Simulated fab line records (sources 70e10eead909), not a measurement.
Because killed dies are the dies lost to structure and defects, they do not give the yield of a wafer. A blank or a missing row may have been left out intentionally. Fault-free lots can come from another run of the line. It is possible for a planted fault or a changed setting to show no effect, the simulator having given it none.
Comparing a struck lot with a sound one + flow nand-harc + 15 out of 1302 route steps
Sound: these wafers, L155.1, L155.5, L155.6. Struck: wafer L165.4 (left out: L165.5, L165.6 of the same lot, which were not struck); the cause appears at the end.
Each step with rows lists, per side, the tool, then ch with its chambers, then its first start. Under that, the readings that differ: sound wafers + struck wafers + difference of the means + sigmas: that difference in standard deviations of wafers without a fault.
alike: a reading whose means differ by less than 2 such deviations, as well as words and numbers matching on both sides. not compared: withheld readings; readings where some wafer has no value; bounds like >300 that might hide an equal value; numbers whose values overlap and for which the record gives no deviation.
A row with sigmas, a row that says differs or no value, or rows on one side alone: a step with any of these is where the two part. When numbers do not overlap yet have no deviation, they are printed without sigmas and do not part them. A reading that every wafer of one side lacks parts them only if that side has two wafers or more.

NHARC_A_DECK1_JOINT_CMP_02: polishes SiOx.
  sound on cmp-04 ch 0,1,2, day 13 09:50; struck on cmp-03 ch 3, day 17 00:25
  alike: motor-current-A, retaining-ring-pressure-frac, slurry-filter-dp-kPa
following that, these wafers have no rows for 1 step: NHARC_A_DECK1_JOINT_SRD_15.
NHARC_A_DECK1_JOINT_DEP_16: deposits SiO2, target thk 45 nm.
  sound on pecvd-03 ch 1,2, day 13 10:10; struck on pecvd-03 ch 1, day 17 00:49
| reading            | sound             | struck | difference | sigmas |
|--------------------|-------------------|--------|------------|--------|
| rf-fwd-power-W (W) | 903.3 897.5 898.1 | 894.5  | -5.1       | -2     |
  alike: heater-power-w, throttle-valve-pct
NHARC_A_DECK1_JOINT_THK_MEAS_17: measures by ellipsometry.
  sound: film-metro-01 at day 13 10:32; struck: film-metro-01 at day 17 01:01
  alike: thk-nm
NHARC_A_DECK1_JOINT_INSPECT_05:
  sound: defect-inspect-01 at day 13 10:34; struck: defect-inspect-02 at day 17 01:03
  alike: raw-defect-count
next comes 1 step that has no rows for these wafers: NHARC_A_ONON_D2_DEP_00 (target thickness 1000 nm).
NHARC_A_ONON_D2_THK_MEAS_02: measures by ellipsometry.
  sound: film-metro-01 at day 13 11:09; struck: film-metro-01 at day 17 01:38
  alike: thk-nm
next comes 1 step that has no rows for these wafers: NHARC_A_ONON_D2_DEP_03 (target thickness 1000 nm).
NHARC_A_ONON_D2_THK_MEAS_05: measures by ellipsometry.
  sound: film-metro-01 at day 13 11:43; struck: film-metro-01 at day 17 02:12
  alike: thk-nm
next comes 1 step that has no rows for these wafers: NHARC_A_ONON_D2_DEP_06 (target thickness 1000 nm).
NHARC_A_ONON_D2_THK_MEAS_08: measures by ellipsometry.
  sound: film-metro-02 at day 13 12:17; struck: film-metro-01 at day 17 02:46
  alike: thk-nm
NHARC_A_ONON_D2_DEP_09: target thk 1000 nm.
  sound on pecvd-onon-02 ch 0, day 13 12:20; struck on pecvd-onon-04 ch 0, day 17 02:59
NHARC_A_ONON_D2_THK_MEAS_11: measures by ellipsometry.
  sound: film-metro-01 at day 13 12:51; struck: film-metro-01 at day 17 03:22
| reading     | sound       | struck | difference | sigmas |
|-------------|-------------|--------|------------|--------|
| thk-nm (nm) | 994 996 996 | 626    | -369       | -58    |
next comes 1 step that has no rows for these wafers: NHARC_A_ONON_D2_DEP_12 (target thickness 1000 nm).
-- record jumps: 12 days between struck wafers' starts before vs after; left off in module A_ONON_D2, resumes in module END, first step shown is number 1302 of the route --
NHARC_END_SORT_01:
  sound on prober-02 ch 0, day 25 08:40; struck on prober-01 ch 0, day 29 05:40
| reading         | sound    | struck | difference | sigmas |
|-----------------|----------|--------|------------|--------|
| killed-at-array | 35 42 47 | 675    | +634       | +42    |
| killed-dies     | 39 43 48 | 677    | +634       | +42    |
  alike: killed-at-other, killed-at-periphery, killed-open, killed-short

== WHERE THEY PART ==
Last at NHARC_END_SORT_01 as far as this record goes, first at NHARC_A_DECK1_JOINT_DEP_16.

WHY: what had been put in by the simulator
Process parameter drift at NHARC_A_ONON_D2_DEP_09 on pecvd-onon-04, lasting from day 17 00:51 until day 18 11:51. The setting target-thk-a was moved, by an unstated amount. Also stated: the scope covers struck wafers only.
